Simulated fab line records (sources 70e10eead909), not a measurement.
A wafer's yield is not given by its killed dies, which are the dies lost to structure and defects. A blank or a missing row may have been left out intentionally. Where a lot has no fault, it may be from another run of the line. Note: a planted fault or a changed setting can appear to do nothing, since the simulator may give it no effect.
Which tool is to blame? | flow nand harc | route of 1159 steps, sampled at 1 step: 22 lots, 66 wafers

## WHAT THE GAUGES SHOWED, per wafer
NHARC_A_CONTACT_OVL_MEAS_43. Usual: overlay x nm -0.2 nm, standard deviation 0.7; overlay y nm 0.0 nm, standard deviation 1.
lot  | measured     | on         | overlay x nm (nm) | overlay y nm (nm) | flag
L075 | day 16 05:31 | overlay-02 | -0.9 -1.0 -0.6    | 1.0 1.0 0.4       |
L074 | day 16 06:37 | overlay-02 | -0.8 -1.0 -0.8    | 0.1 -0.1 0.5      |
L077 | day 16 11:34 | overlay-01 | -0.3 -0.3 0.0     | 0.1 -0.5 -0.1     |
L076 | day 16 11:55 | overlay-01 | -0.3 -0.3 -0.1    | 1.4 1.0 1.0       |
L079 | day 17 04:16 | overlay-02 | -0.4 -0.3 -0.4    | 0.1 -0.2 -0.3     |
L078 | day 17 04:32 | overlay-01 | 1.2 1.5 1.8       | 1.0 0.6 0.2       |
L081 | day 18 04:51 | overlay-01 | -0.4 0.0 -0.4     | 0.4 0.0 0.4       |
L085 | day 18 19:28 | overlay-01 | 1.0 1.4 0.6       | 0.8 0.1 0.3       |
L084 | day 19 01:24 | overlay-01 | -0.3 -0.3 -0.2    | 0.6 0.8 0.9       |
L082 | day 19 02:16 | overlay-02 | 0.1 0.1 -0.2      | 0.3 0.0 -0.1      |
L083 | day 19 07:19 | overlay-02 | -0.4 -1.2 -0.3    | 2.1 1.9 2.1       |
L087 | day 19 14:35 | overlay-02 | -1.1 -0.7 -0.3    | 0.5 1.0 0.8       |
L086 | day 19 19:54 | overlay-01 | -1.0 -0.5 -0.9    | 0.4 0.6 0.6       |
L089 | day 19 20:21 | overlay-01 | 0.5 0.2 -0.3      | -0.1 -0.6 -0.4    |
L090 | day 20 06:14 | overlay-01 | 0.0 0.5 0.0       | 1.6 1.1 1.9       |
L092 | day 20 08:59 | overlay-02 | 0.0 0.3 0.1       | -2.1 -2.7 -2.2    |
L091 | day 20 10:22 | overlay-01 | 0.6 0.0 0.5       | -1.8 -1.6 -1.5    |
L094 | day 20 21:42 | overlay-02 | -1.3 -0.8 -0.6    | -0.5 -1.1 -1.1    |
L093 | day 21 03:07 | overlay-02 | 0.6 -0.1 0.7      | 0.6 0.1 0.6       |
L096 | day 21 16:55 | overlay-01 | -0.6 0.1 0.5      | -1.1 -1.2 -1.1    |
L095 | day 21 19:03 | overlay-02 | 0.2 -0.6 0.4      | -1.9 -2.3 -2.1    |
L097 | day 22 05:48 | overlay-02 | -1.5 -1.4 -1.2    | -0.4 0.4 0.0      |

## EACH LOT AND THE TOOL THAT RAN IT (in order: tool; ch and the chambers of the sampled wafers; start)
Record: no process step prior to these readings.

## WHAT THE TOOLS THEMSELVES READ (means of the sampled wafers that have a number; where no wafer has one, the mark that the record gives instead)
The record holds no such reading with a usual standard deviation.

## THE ANSWER, worked out from the rows above alone
Rule: a lot is off if the mean of its wafers that have a number lies more than 3 standard deviations from the usual mean. Also off: a lot with no number at a reading for which 4 or more lots have one. Any other lot the step has rows for is counted as sound. Order of review: gauges by route order, followed by the tools' own readings, for which a lot's mean as printed above is used. At the first step where some lot is off, the reading lying furthest off is the one used; lots without a number count as furthest.
Nothing can be told from this: no lot is off at any reading shown.

## WHAT HAD BEEN PUT IN BY THE SIMULATOR
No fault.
